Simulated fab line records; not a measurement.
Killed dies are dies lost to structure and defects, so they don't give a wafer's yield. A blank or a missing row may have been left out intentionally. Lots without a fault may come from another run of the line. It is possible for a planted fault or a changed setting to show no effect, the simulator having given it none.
Which of the tools did it? ; flow nand-harc ; Sampling: 12 lots, 36 wafers, 5 of 1159 route steps

## WHAT THE GAUGES READ, wafer by wafer
NHARC_A_M1_INSPECT_11. Usual: raw-defect-count 30, standard deviation 11.
lot;measured;on;raw-defect-count;flag
L583;day 18 01:13;defect-inspect-01;28 24 17;
L582;day 18 01:35;defect-inspect-01;7 12 12;
L586;day 18 07:59;defect-inspect-02;29 19 24;
L584;day 18 08:38;defect-inspect-02;44 37 15;
L588;day 19 18:00;defect-inspect-01;35 29 26;
L594;day 20 19:23;defect-inspect-02;39 42 27;
L596;day 21 14:35;defect-inspect-02;35 26 32;
L598;day 21 20:55;defect-inspect-02;30 28 42;
L597;day 22 04:53;defect-inspect-01;56 63 49;
L600;day 22 05:37;defect-inspect-01;18 18 25;
L602;day 23 18:46;defect-inspect-01;22 17 14;
L604;day 23 19:22;defect-inspect-01;46 45 35;

NHARC_END_SORT_01. Usual: defect-limited-yield 95.3 %, standard deviation 1.3; killed-at-array 28, standard deviation 8.6; killed-at-other 0.7, standard deviation 1.2; killed-at-periphery 3.1, standard deviation 2.3; killed-dies 32, standard deviation 8.7; killed-open 3.2, standard deviation 1.7; killed-short 2.0, standard deviation 1.5; sort_bin_2_pct 1.5 %, standard deviation 0.58; sort_bin_3_pct 0.28 %, standard deviation 0.22; sort_bin_4_pct 3.0 %, standard deviation 0.86; sort-n-pass 645, standard deviation 8.7; sort-rim-yield-pct 97.8 %, standard deviation 1.4; sort-yield-pct 95.3 %, standard deviation 1.3.
lot;measured;on;defect-limited-yield (%);killed-at-array;killed-at-other;killed-at-periphery;killed-dies;killed-open;killed-short;sort_bin_2_pct (%);sort_bin_3_pct (%);sort_bin_4_pct (%);sort-n-pass;sort-rim-yield-pct (%);sort-yield-pct (%);flag
L588;day 21 05:57;prober-02;93.9 95.7 95.1;30 21 28;4 0 2;7 8 3;41 29 33;2 2 2;4 2 5;1.5 1.5 1.5;0.15 0 0.44;4.4 2.8 3.0;636 648 644;96.2 99.1 98.1;93.9 95.7 95.1;
L594;day 22 11:03;prober-02;93.9 94.1 95.7;38 36 29;0 0 0;3 4 0;41 40 29;3 4 3;3 2 5;0.9 2.2 1.5;0.44 0.44 0.44;4.7 3.2 2.4;636 637 648;100.0 99.1 96.2;93.9 94.1 95.7;
L596;day 23 02:01;prober-01;94.1 95.6 93.4;32 23 38;3 4 3;5 3 4;40 30 45;3 3 5;2 1 6;1.8 1.0 2.1;0.30 0.15 0.59;3.8 3.2 4.0;637 647 632;98.1 99.1 98.1;94.1 95.6 93.4;
L597;day 23 21:09;prober-01;92.8 92.6 92.9;46 44 41;0 0 0;3 6 7;49 50 48;2 2 4;1 0 0;2.8 2.5 2.2;0 0.89 0.30;4.4 4.0 4.6;628 627 629;95.3 99.1 96.2;92.8 92.6 92.9;
L600;day 23 20:45;prober-02;96.0 97.0 96.0;23 16 21;0 0 0;4 4 6;27 20 27;3 2 2;4 2 2;0.9 1.0 1.0;0.15 0.30 0.30;3.0 1.6 2.7;650 657 650;97.2 98.1 98.1;96.0 97.0 96.0;

## WHAT TOOL EACH LOT RAN ON (gives the tool, then ch and the chambers of the sampled wafers, and finally the start)
lot;NHARC_A_M0_CMP_23;NHARC_A_M0_PRE_CLEAN_31;NHARC_A_M1_ETCH_35
L583;cmp-01 ch 0,3, day 17 23:13;pecvd-03 ch 0,2, day 17 23:46;rie-diel-09 ch 0,3, day 18 01:22
L582;cmp-03 ch 0,2,3, day 17 23:36;pecvd-01 ch 0,1,2, day 18 00:08;rie-diel-05 ch 0,1,2, day 18 01:52
L586;cmp-04 ch 1,3, day 18 06:08;pecvd-04 ch 0,1, day 18 06:38;rie-diel-05 ch 1,2,3, day 18 08:08
L584;cmp-01 ch 0,1,3, day 18 06:44;pecvd-04 ch 0,1,2, day 18 07:13;rie-diel-05 ch 1,2, day 18 08:47
L588;cmp-03 ch 0,1,3, day 19 16:02;pecvd-04 ch 0,2, day 19 16:34;rie-diel-10 ch 0,1,2, day 19 18:12
L594;cmp-04 ch 2,3, day 20 17:30;pecvd-01 ch 0,1, day 20 18:02;rie-diel-09 ch 0,1, day 20 19:32
L596;cmp-01 ch 1,2,3, day 21 12:31;pecvd-01 ch 1,2, day 21 13:16;rie-diel-09 ch 0,3, day 21 14:44
L598;cmp-01 ch 0,1,3, day 21 19:01;pecvd-04 ch 0,2, day 21 19:35;rie-diel-10 ch 0,1,2, day 21 21:04
L597;cmp-01 ch 1,2, day 22 02:59;pecvd-04 ch 0,2, day 22 03:32;rie-diel-10 ch 1,2,3, day 22 05:01
L600;cmp-03 ch 0,1, day 22 03:35;pecvd-04 ch 0,1,2, day 22 04:12;rie-diel-10 ch 2,3, day 22 05:46
L602;cmp-01 ch 0,1,2, day 23 16:54;pecvd-03 ch 1,2, day 23 17:26;rie-diel-10 ch 1,2,3, day 23 18:55
L604;cmp-03 ch 0,1, day 23 17:32;pecvd-04 ch 0,1,2, day 23 18:04;rie-diel-05 ch 0,2,3, day 23 19:32
- NHARC_A_M0_CMP_23: polishes, t overpolish 20 s, target thk 113.75 nm.
- NHARC_A_M0_PRE_CLEAN_31: time 12 s.
- NHARC_A_M1_ETCH_35: etches the open film in N2/H2, target depth 40 nm, overetch 12 nm, time 43.94 s.

## AS READ BY THE TOOLS THEMSELVES (means over the sampled wafers that have a number; for cases with no such wafer, the mark the record gives instead)
NHARC_A_M0_CMP_23. Usual: motor-current-A 12.2 A, standard deviation 1.2; time-to-endpoint-s 29.2 s, standard deviation 2.6.
lot;tool;motor-current-A (A);time-to-endpoint-s (s);flag
L583;cmp-01;12.5;27.6;
L582;cmp-03;13.0;28.3;
L586;cmp-04;11.7;23.7;
L584;cmp-01;12.8;33.2;
L588;cmp-03;12.8;30.4;
L594;cmp-04;10.9;29.3;
L596;cmp-01;11.4;29.1;
L598;cmp-01;12.9;29.7;
L597;cmp-01;11.5;32.5;
L600;cmp-03;12.3;27.0;
L602;cmp-01;12.6;28.0;
L604;cmp-03;12.2;28.7;

NHARC_A_M0_PRE_CLEAN_31. Usual: heater-power-w 645 W, standard deviation 54.
lot;tool;heater-power-w (W);flag
L583;pecvd-03;658;
L582;pecvd-01;625;
L586;pecvd-04;671;
L584;pecvd-04;651;
L588;pecvd-04;704;
L594;pecvd-01;611;
L596;pecvd-01;668;
L598;pecvd-04;599;
L597;pecvd-04;639;
L600;pecvd-04;651;
L602;pecvd-03;658;
L604;pecvd-04;656;

NHARC_A_M1_ETCH_35. Usual: drypump-motor-current-A 5.6 A, standard deviation 0.44; oes-product-au 0.998 a.u., standard deviation 0.011; rf-vpp-V 432.0 V, standard deviation 2.6; run-length-s 65.4 s, standard deviation 0.39; showerhead-plenum-p-Torr 2.09 Torr, standard deviation 0.095; throttle-valve-pct 14.171 %, standard deviation 0.0089.
lot;tool;drypump-motor-current-A (A);oes-product-au (a.u.);rf-vpp-V (V);run-length-s (s);showerhead-plenum-p-Torr (Torr);throttle-valve-pct (%);flag
L583;rie-diel-09;5.8;1.008;432.9;65.7;2.13;14.170;
L582;rie-diel-05;5.3;1.004;430.4;65.3;2.07;14.164;
L586;rie-diel-05;5.2;1.004;432.2;65.0;2.09;14.174;
L584;rie-diel-05;5.2;0.994;431.4;65.6;2.10;14.172;
L588;rie-diel-10;5.8;0.998;430.4;65.0;2.05;14.178;
L594;rie-diel-09;5.5;1.005;434.6;65.4;2.19;14.176;
L596;rie-diel-09;5.8;1.005;433.4;56.7;2.13;14.180;OFF
L598;rie-diel-10;5.8;1.001;430.7;65.0;2.05;14.169;
L597;rie-diel-10;5.7;0.991;429.6;64.9;2.01;14.163;
L600;rie-diel-10;5.6;0.994;431.1;65.3;2.06;14.169;
L602;rie-diel-10;5.8;0.989;428.9;64.9;2.01;14.168;
L604;rie-diel-05;5.3;1.002;433.3;65.4;2.14;14.167;

## THE ANSWER, worked out from the rows above alone
Rule: take the mean of a lot's wafers that have a number; if it is more than 3 standard deviations from the usual mean, the lot is off. Also off: a lot with no number at a reading for which 4 or more lots have one. The other lots that the step has rows for count as sound. First the gauges in route order, then the tools' own readings, where a lot's mean is used as printed above. At the first step where some lot is off, the reading lying furthest off is the one used; lots without a number count as furthest.
Off at NHARC_A_M1_ETCH_35 (run-length-s): L596.
If a tool, at that step or one of the process steps before it, ran each lot that is off and ran no sound lot following the first of them, it fits. 2 tools fit, pecvd-01 at NHARC_A_M0_PRE_CLEAN_31 and rie-diel-09 at NHARC_A_M1_ETCH_35, so this cannot tell which one it is.

## WHAT HAD BEEN PUT IN BY THE SIMULATOR
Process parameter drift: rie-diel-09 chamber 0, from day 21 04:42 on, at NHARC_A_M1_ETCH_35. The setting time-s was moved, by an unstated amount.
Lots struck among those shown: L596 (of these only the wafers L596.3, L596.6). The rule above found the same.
